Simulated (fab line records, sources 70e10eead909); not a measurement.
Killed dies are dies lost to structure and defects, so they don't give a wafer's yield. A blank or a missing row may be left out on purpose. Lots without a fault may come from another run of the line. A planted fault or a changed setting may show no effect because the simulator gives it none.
Chamber matching | flow nand_harc | NHARC_A_SLIT_DEP_25 on pecvd-04: 3 sister chambers
The step deposits SiO2, target thk 200 nm. 6 wafers are shown with their chamber, then 8 later ones without.

WAFERS WITH THEIR CHAMBER
wafer  | chamber | heater_power_w (W) | throttle_valve_pct (%)
L084.3 | 0       | 651                | 15.3
L084.4 | 1       | 736                | 15.9
L087.2 | 0       | 632                | 14.6
L087.3 | 2       | 510                | 15.5
L087.5 | 2       | 526                | 15.5
L090.2 | 1       | 637                | 15.4

WAFERS WITHOUT THEIR CHAMBER
wafer  | heater_power_w (W) | throttle_valve_pct (%)
L090.5 | 634                | 15.8
L090.6 | 400                | 15.7
L095.1 | 429                | 15.3
L095.3 | 571                | 14.8
L095.4 | 740                | 15.8
L097.2 | 557                | 15.8
L097.4 | 415                | 15.5
L097.5 | 583                | 14.9

WHICH CHAMBER EACH WENT THROUGH
wafer  | from the rows above          | in truth
L090.5 | can't be placed: 1 or 0 or 2 | 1
L090.6 | 2                            | 2
L095.1 | 2                            | 2
L095.3 | can't be placed: 0 or 2 or 1 | 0
L095.4 | 1                            | 1
L097.2 | can't be placed: 2 or 1 or 0 | 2
L097.4 | 2                            | 2
L097.5 | can't be placed: 0 or 2 or 1 | 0
Placed correctly: 4 of 8. Can't be placed from these rows: 4 (the true chamber is among the candidates in 4). Placed wrongly: 0.
How it was worked out, from the rows above alone: a wafer's distance from a chamber is the root of the sum, over the readings, of the square of ((its reading less the chamber's mean) divided by the reading's scatter). The wafer belongs to the nearest chamber; if the next one is less than 2 further off, it can't be placed. A chamber's mean is the mean of its shown wafers. The scatter: the root of (the sum of the squares of (reading less its chamber's mean) over the shown wafers, divided by (wafers less chambers)).
